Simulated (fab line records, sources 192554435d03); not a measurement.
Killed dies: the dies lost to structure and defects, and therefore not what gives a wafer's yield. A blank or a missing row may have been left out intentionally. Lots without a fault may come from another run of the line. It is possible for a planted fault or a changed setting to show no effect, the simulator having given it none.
Split-lot trial | flow n5 finfet | 7 lots, 21 wafers read, on a route of 1938 steps

## SPLIT DETAILS
At N5_BEOL_M12_ETCH_59 (etches BARC in N2/H2, target depth 89 nm, overetch 26.7 nm, time 67.9 s), the setting bias w was moved away from the recipe's 150 W on 6 of the 21 wafers read, by -6.4% to +9.4%. The other wafers ran this setting at the recipe's value.

The split's own step is where the reading is taken.

## THE READING
rf vpp V, in V, at N5_BEOL_M12_ETCH_59 (etches BARC in N2/H2, target depth 89 nm, overetch 26.7 nm, time 67.9 s). Fault-free wafers of this fab line usually give 523.4 V, standard deviation 2.2 V.

wafer  | tool, chamber at the split | bias w as run, W | against the recipe | rf vpp V, V | against lot-mates on the recipe
L075.1 | rie diel-06, 0             | 150              | recipe             | 524.8       | -
L075.2 | rie diel-06, 1             | 150              | recipe             | 520.8       | -
L075.4 | rie diel-06, 1             | 150              | recipe             | 521.4       | -
L078.2 | rie diel-01, 2             | 150              | recipe             | 524.6       | -
L078.5 | rie diel-01, 3             | 164.1            | +9.4%              | 553.3       | +28.7
L078.6 | rie diel-01, 2             | 164.1            | +9.4%              | 555.5       | +30.9
L080.2 | rie diel-06, 2             | 140.4            | -6.4%              | 506.3       | -19.2
L080.3 | rie diel-06, 3             | 150              | recipe             | 527.0       | -
L080.5 | rie diel-06, 0             | 150              | recipe             | 524.0       | -
L082.3 | rie diel-01, 2             | 150              | recipe             | 524.2       | -
L082.4 | rie diel-01, 3             | 150              | recipe             | 522.2       | -
L082.5 | rie diel-01, 0             | 150              | recipe             | 521.0       | -
L079.1 | rie diel-05, 1             | 150              | recipe             | 523.8       | -
L079.3 | rie diel-05, 3             | 150              | recipe             | 525.4       | -
L079.4 | rie diel-05, 0             | 150              | recipe             | 520.5       | -
L088.1 | rie diel-01, 2             | 143.2            | -4.5%              | 509.8       | no lot-mate on the recipe
L088.5 | rie diel-01, 0             | 143.2            | -4.5%              | 505.7       | no lot-mate on the recipe
L088.6 | rie diel-01, 1             | 143.2            | -4.5%              | 508.7       | no lot-mate on the recipe
L089.1 | rie diel-06, 3             | 150              | recipe             | 528.1       | -
L089.4 | rie diel-06, 2             | 150              | recipe             | 527.4       | -
L089.6 | rie diel-06, 2             | 150              | recipe             | 527.2       | -

FIT RESULTS
A straight line over all 21 wafers: rf vpp V changes by +3.23 V for each +1% of bias w; r = +0.98; the points scatter about the line by 2.5 V.
The same after taking each lot's own level away (the mean of its wafers on the recipe; 18 wafers): +3.13 V for each +1%; r = +0.99; scatter 1.5 V.
Per that fit: largest bias w move, reading shift of 29 V.
The span of the lots' own levels, 522.33 to 527.57 V, comes to 2.4 times the standard deviation stated above.
Hence the lot-to-lot level has little effect on the slope; both slopes agree.
Check: for one of the wafers moved furthest among these (+9.4%), held out of the fit, the line's prediction against its lot-mates is +30.1 V. It came out at +28.7 V against them.
Tool readings at the split's step, against how far the setting was moved: rf vpp V r = +0.98.

## OTHER SPLITS ON THESE WAFERS
Before the reading, these wafers also passed through other splits. Each is held against what the fit with the lots' levels taken away leaves over:
other split on the same wafers | wafers away from the commonest value | r with rf vpp V (lot level and that fit taken away)
N5_BEOL_M11_PECVD_70 temp c    | 9                                    | +0.03

## FILE'S OWN FIT
rf vpp V changes by +3.11 V for each +1% of bias w, r = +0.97.
